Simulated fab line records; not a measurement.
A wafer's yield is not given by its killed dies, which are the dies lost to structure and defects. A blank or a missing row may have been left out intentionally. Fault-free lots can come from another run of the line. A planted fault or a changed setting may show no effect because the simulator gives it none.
Which tool was responsible? / flow nand-harc / 24 lots, 72 wafers sampled, at 1 step of a route of 1302

== WHAT EACH GAUGE READ, for each wafer ==
NHARC_A_CHANNEL_HOLE_D2_OVL_MEAS_11.
lot=L075; measured=day 13 04:20; on=overlay-01; overlay-x-nm (nm)=-0.1 -0.3 -0.3; overlay-y-nm (nm)=-0.9 -1.0 -1.4
lot=L074; measured=day 13 05:29; on=overlay-02; overlay-x-nm (nm)=-0.5 0.7 0.3; overlay-y-nm (nm)=-0.5 -0.2 -1.0
lot=L077; measured=day 14 03:08; on=overlay-01; overlay-x-nm (nm)=0.1 0.5 0.2; overlay-y-nm (nm)=0.8 0.7 0.4
lot=L076; measured=day 14 04:02; on=overlay-02; overlay-x-nm (nm)=-1.3 -1.5 -2.5; overlay-y-nm (nm)=0.4 0.5 0.3
lot=L078; measured=day 14 09:17; on=overlay-02; overlay-x-nm (nm)=-0.9 -0.7 -0.8; overlay-y-nm (nm)=1.1 0.5 0.4
lot=L080; measured=day 15 00:29; on=overlay-02; overlay-x-nm (nm)=0.3 0.0 0.2; overlay-y-nm (nm)=-0.2 -0.2 -0.2
lot=L079; measured=day 15 07:05; on=overlay-02; overlay-x-nm (nm)=0.0 -0.1 -0.2; overlay-y-nm (nm)=-0.9 0.1 -0.4
lot=L081; measured=day 15 16:23; on=overlay-02; overlay-x-nm (nm)=-1.0 -1.1 -0.8; overlay-y-nm (nm)=-0.6 -0.5 -0.9
lot=L082; measured=day 16 10:19; on=overlay-02; overlay-x-nm (nm)=0.0 0.1 0.0; overlay-y-nm (nm)=-1.3 -0.4 -1.0
lot=L083; measured=day 16 12:34; on=overlay-01; overlay-x-nm (nm)=-0.6 -0.8 -0.9; overlay-y-nm (nm)=-1.4 -1.1 -1.3
lot=L084; measured=day 17 17:28; on=overlay-02; overlay-x-nm (nm)=-1.1 -0.6 -1.1; overlay-y-nm (nm)=-0.3 -0.3 -0.4
lot=L085; measured=day 17 21:56; on=overlay-02; overlay-x-nm (nm)=0.7 0.6 0.6; overlay-y-nm (nm)=0.3 -0.3 0.0
lot=L087; measured=day 17 23:03; on=overlay-02; overlay-x-nm (nm)=-1.3 -0.8 -1.4; overlay-y-nm (nm)=-1.6 -2.0 -1.2
lot=L086; measured=day 17 23:49; on=overlay-02; overlay-x-nm (nm)=0.5 -0.2 0.0; overlay-y-nm (nm)=-0.3 0.1 -0.9
lot=L088; measured=day 19 07:23; on=overlay-02; overlay-x-nm (nm)=-1.5 -1.0 -0.8; overlay-y-nm (nm)=-0.8 -1.0 -1.3
lot=L089; measured=day 19 09:24; on=overlay-02; overlay-x-nm (nm)=1.0 0.8 1.0; overlay-y-nm (nm)=0.3 0.7 0.2
lot=L090; measured=day 19 23:37; on=overlay-01; overlay-x-nm (nm)=-0.1 -0.1 0.0; overlay-y-nm (nm)=-0.4 -0.1 -0.1
lot=L091; measured=day 20 02:14; on=overlay-01; overlay-x-nm (nm)=0.2 0.1 0.0; overlay-y-nm (nm)=0.4 0.2 0.7
lot=L092; measured=day 20 13:28; on=overlay-02; overlay-x-nm (nm)=0.4 0.9 0.8; overlay-y-nm (nm)=-0.4 -0.3 -0.4
lot=L093; measured=day 20 13:40; on=overlay-02; overlay-x-nm (nm)=1.3 1.2 0.7; overlay-y-nm (nm)=-0.6 -1.0 -0.4
lot=L095; measured=day 21 19:16; on=overlay-02; overlay-x-nm (nm)=0.9 0.7 1.5; overlay-y-nm (nm)=0.5 0.7 0.4
lot=L094; measured=day 21 19:40; on=overlay-01; overlay-x-nm (nm)=-0.4 -0.2 -0.4; overlay-y-nm (nm)=1.0 0.8 0.9
lot=L097; measured=day 22 06:54; on=overlay-02; overlay-x-nm (nm)=-0.6 -0.9 -1.2; overlay-y-nm (nm)=2.1 1.5 1.8
lot=L096; measured=day 22 07:11; on=overlay-01; overlay-x-nm (nm)=-0.1 -0.1 -0.1; overlay-y-nm (nm)=-1.1 -0.1 -0.1

== WHICH TOOL RAN EACH LOT (tool, then ch and the chambers of the sampled wafers, then the start) ==
There is no process step in the record ahead of these readings.

== AS READ BY THE TOOLS THEMSELVES (means over the sampled wafers that have a number; for cases with no such wafer, the mark the record gives instead) ==
The record holds no such reading with a usual standard deviation.

== THE ANSWER, worked out from the rows above alone ==
Rule: what is usual is taken from the lots themselves. Put in order of their means at a reading, lots are off if they are a third of the lots or fewer, leave a main group of 4 or more, and stand apart from it by a gap of 3 or more times the standard deviation of the main group's means; of several such gaps the widest counts. A main group whose means are all the same, to the digits that the tables above print for the reading, isn't used. Also off: a lot with no number at a reading for which 4 or more lots have one. The other lots that the step has rows for count as sound. After the gauges, taken in route order, come the tools' own readings; for these a lot's mean is taken, as printed above. The first step at which some lot is off is used, and at that step the reading that is off furthest; a lot without a number counts as furthest.
No lot is off at any reading shown: from this, nothing can be told.

== WHAT THE SIMULATOR HAD PUT IN ==
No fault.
